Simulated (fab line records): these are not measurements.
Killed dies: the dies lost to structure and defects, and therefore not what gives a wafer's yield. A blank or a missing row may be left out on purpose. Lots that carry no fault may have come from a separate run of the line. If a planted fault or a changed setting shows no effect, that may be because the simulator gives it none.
Which tool was responsible? ; flow nand_harc ; 12 lots, 36 wafers sampled, at 6 steps of a route of 1159

WHAT EACH GAUGE READ, for each wafer
NHARC_P_GATE_CD_MEAS_59 targets a cd of 720 nm.
lot;measured;on;cd_nm (nm)
L177;day 6 03:49;cd_sem-01;- - -
L179;day 6 10:05;cd_sem-03;722.3 721.2 721.0
L187;day 8 11:55;cd_sem-01;717.0 720.2 720.0
L189;day 9 04:40;cd_sem-02;719.9 722.3 720.6
L188;day 9 05:32;cd_sem-02;718.5 719.1 719.7
L190;day 9 05:23;cd_sem-02;719.7 718.4 718.6
L191;day 9 10:58;cd_sem-01;716.8 719.5 720.0
L192;day 9 18:52;cd_sem-01;719.3 716.9 718.5
L193;day 10 02:12;cd_sem-02;720.0 722.5 721.5
L194;day 10 09:04;cd_sem-03;722.1 723.1 722.1
L195;day 10 08:44;cd_sem-01;718.3 720.5 719.9
L197;day 11 01:02;cd_sem-02;722.2 722.1 721.2

NHARC_END_SORT_01.
lot;measured;on;killed_at_array;killed_at_other;killed_at_periphery;killed_dies;killed_open;killed_short
L177;day 20 04:07;prober-01;28 31 34;0 1 0;649 645 643;677 677 677;3 4 5;0 1 0

EACH LOT AND THE TOOL THAT RAN IT (in order: tool; ch and the chambers of the sampled wafers; start)
lot;NHARC_P_GATE_DESCUM_13;NHARC_P_GATE_ETCHBACK_37;NHARC_P_GATE_EXPOSE_56;NHARC_P_GATE_DEGAS_109
L177;rie_diel-07 ch 1,2,3, day 4 23:05;rie_diel-01 ch 0,1,2, day 6 03:40 or earlier;krf_scanner-04 ch 0, day 6 03:40;pvd_sputter-01, day 6 07:45
L179;rie_diel-07 ch 1,3, day 5 06:12;rie_diel-01 ch 2,3, day 6 09:56 or earlier;krf_scanner-02 ch 0, day 6 09:56;pvd_sputter-03, day 6 13:59
L187;rie_diel-07 ch 0,2,3, day 7 06:01;rie_diel-08 ch 0,1,2, day 8 11:45 or earlier;krf_scanner-03 ch 0, day 8 11:45;pvd_sputter-03, day 8 15:38
L189;rie_diel-07 ch 2,3, day 7 22:27;rie_diel-08 ch 0,3, day 9 04:31 or earlier;krf_scanner-04 ch 0, day 9 04:31;pvd_sputter-02, day 9 08:32
L188;rie_diel-07 ch 0,2,3, day 7 22:37;rie_diel-01 ch 0,1,3, day 9 05:23 or earlier;krf_scanner-03 ch 0, day 9 05:23;pvd_sputter-03, day 9 09:45
L190;rie_diel-07 ch 1,2, day 7 22:46;rie_diel-07 ch 0,1,2, day 9 05:14 or earlier;krf_scanner-02 ch 0, day 9 05:14;pvd_sputter-03, day 9 09:19
L191;rie_diel-08 ch 0,3, day 8 06:55;rie_diel-01 ch 0,1, day 9 10:49 or earlier;krf_scanner-03 ch 0, day 9 10:49;pvd_sputter-02, day 9 14:39
L192;rie_diel-07 ch 0,2, day 8 12:36;rie_diel-01 ch 1,3, day 9 18:42 or earlier;krf_scanner-03 ch 0, day 9 18:42;pvd_sputter-01, day 9 22:33
L193;rie_diel-08 ch 0,1, day 8 21:29;rie_diel-01 ch 1,2, day 10 02:02 or earlier;krf_scanner-04 ch 0, day 10 02:02;pvd_sputter-01, day 10 05:55
L194;rie_diel-07 ch 2,3, day 9 04:26;rie_diel-08 ch 0,2,3, day 10 08:55 or earlier;krf_scanner-03 ch 0, day 10 08:55;pvd_sputter-02, day 10 13:07
L195;rie_diel-07 ch 0,1,2, day 9 04:37;rie_diel-07 ch 1,2, day 10 08:34 or earlier;krf_scanner-03 ch 0, day 10 08:34;pvd_sputter-02, day 10 12:35
L197;rie_diel-07 ch 0,2,3, day 9 21:07;rie_diel-08 ch 2,3, day 11 00:53 or earlier;krf_scanner-04 ch 0, day 11 00:53;pvd_sputter-03, day 11 04:58
- NHARC_P_GATE_DESCUM_13: chemistry O2, time 3 s.
- NHARC_P_GATE_ETCHBACK_37: etches the open film in CHF3/O2, target depth 34.5 nm, time 17.2 s.
- NHARC_P_GATE_EXPOSE_56: exposes mask P PSD, target cd 720 nm.
- NHARC_P_GATE_DEGAS_109: time 60 s.

WHAT THE TOOLS THEMSELVES READ (means of the sampled wafers that have a number; where no wafer has one, the mark that the record gives instead)
NHARC_P_GATE_DESCUM_13.
lot;tool;drypump_motor_current_A (A);oes_product_au (a.u.);rf_vpp_V (V);showerhead_plenum_p_Torr (Torr);throttle_valve_pct (%)
L177;rie_diel-07;5.9;1.000;58.2;1.97;11.313
L179;rie_diel-07;5.8;0.990;57.9;2.03;11.322
L187;rie_diel-07;6.0;0.989;58.1;1.90;11.309
L189;rie_diel-07;6.4;0.994;57.9;1.97;11.313
L188;rie_diel-07;6.0;0.994;57.5;1.90;11.304
L190;rie_diel-07;5.4;1.000;58.2;1.92;11.309
L191;rie_diel-08;5.8;0.988;57.7;1.98;11.315
L192;rie_diel-07;5.6;0.990;58.4;1.83;11.318
L193;rie_diel-08;5.4;1.000;58.1;1.94;11.304
L194;rie_diel-07;5.9;0.996;57.5;1.91;11.310
L195;rie_diel-07;5.5;0.988;57.6;1.90;11.307
L197;rie_diel-07;6.0;0.991;56.6;1.89;11.303

NHARC_P_GATE_ETCHBACK_37.
lot;tool;drypump_motor_current_A (A);oes_product_au (a.u.);rf_vpp_V (V);showerhead_plenum_p_Torr (Torr);throttle_valve_pct (%)
L177;rie_diel-01;5.7;0.93;370.7;2.35;20.574
L179;rie_diel-01;5.3;0.92;371.1;2.43;20.578
L187;rie_diel-08;5.5;0.99;369.8;2.36;20.571
L189;rie_diel-08;5.7;0.94;372.2;2.48;20.575
L188;rie_diel-01;5.5;1.00;372.7;2.49;20.565
L190;rie_diel-07;5.5;0.92;371.2;2.39;20.568
L191;rie_diel-01;5.9;0.99;373.0;2.53;20.560
L192;rie_diel-01;5.4;0.93;370.8;2.44;20.578
L193;rie_diel-01;5.5;1.01;370.8;2.40;20.580
L194;rie_diel-08;5.7;0.91;369.9;2.39;20.585
L195;rie_diel-07;5.4;0.92;372.1;2.48;20.575
L197;rie_diel-08;5.7;1.00;369.0;2.31;20.576

NHARC_P_GATE_DEGAS_109.
lot;tool;heater_power_w (W);susceptor_temp_C (C)
L177;pvd_sputter-01;493;300.00
L179;pvd_sputter-03;467;300.08
L187;pvd_sputter-03;466;300.15
L189;pvd_sputter-02;462;299.80
L188;pvd_sputter-03;482;-
L190;pvd_sputter-03;464;299.81
L191;pvd_sputter-02;430;300.07
L192;pvd_sputter-01;496;300.09
L193;pvd_sputter-01;460;300.00
L194;pvd_sputter-02;454;300.04
L195;pvd_sputter-02;415;300.18
L197;pvd_sputter-03;499;299.95

THE ANSWER, worked out from the rows above alone
Rule: usual is defined by the lots themselves. The widest of any qualifying gaps counts: lots, ordered by their means at a reading, are off when they make up no more than a third of the lots, leave a main group of 4 or more, and stand apart from it by 3 or more times the standard deviation of that group's means. A main group is skipped when, at the precision printed for the reading in the tables above, its means are all equal. Also off: a lot with no number at a reading for which 4 or more lots have one. The other lots that the step has rows for count as sound. Order of review: gauges by route order, followed by the tools' own readings, for which a lot's mean as printed above is used. The first step at which some lot is off is used, and at that step the reading that is off furthest; a lot without a number counts as furthest.
Off at NHARC_P_GATE_CD_MEAS_59 (cd_nm): L177. Without a number there: L177. Main group: mean 720.2 nm, sd 1.4.
A tool fits if, at a process step before that reading, it ran every lot that is off, and no sound lot after the first of them. Those tools and the gauges at NHARC_P_GATE_CD_MEAS_59 are tried in the same way. Because NHARC_P_GATE_ETCHBACK_37 lacks a start for some lots, the hours and order of its lots are taken from NHARC_P_GATE_EXPOSE_56. Not one of the candidates tried fits.

WHAT HAD BEEN PUT IN BY THE SIMULATOR
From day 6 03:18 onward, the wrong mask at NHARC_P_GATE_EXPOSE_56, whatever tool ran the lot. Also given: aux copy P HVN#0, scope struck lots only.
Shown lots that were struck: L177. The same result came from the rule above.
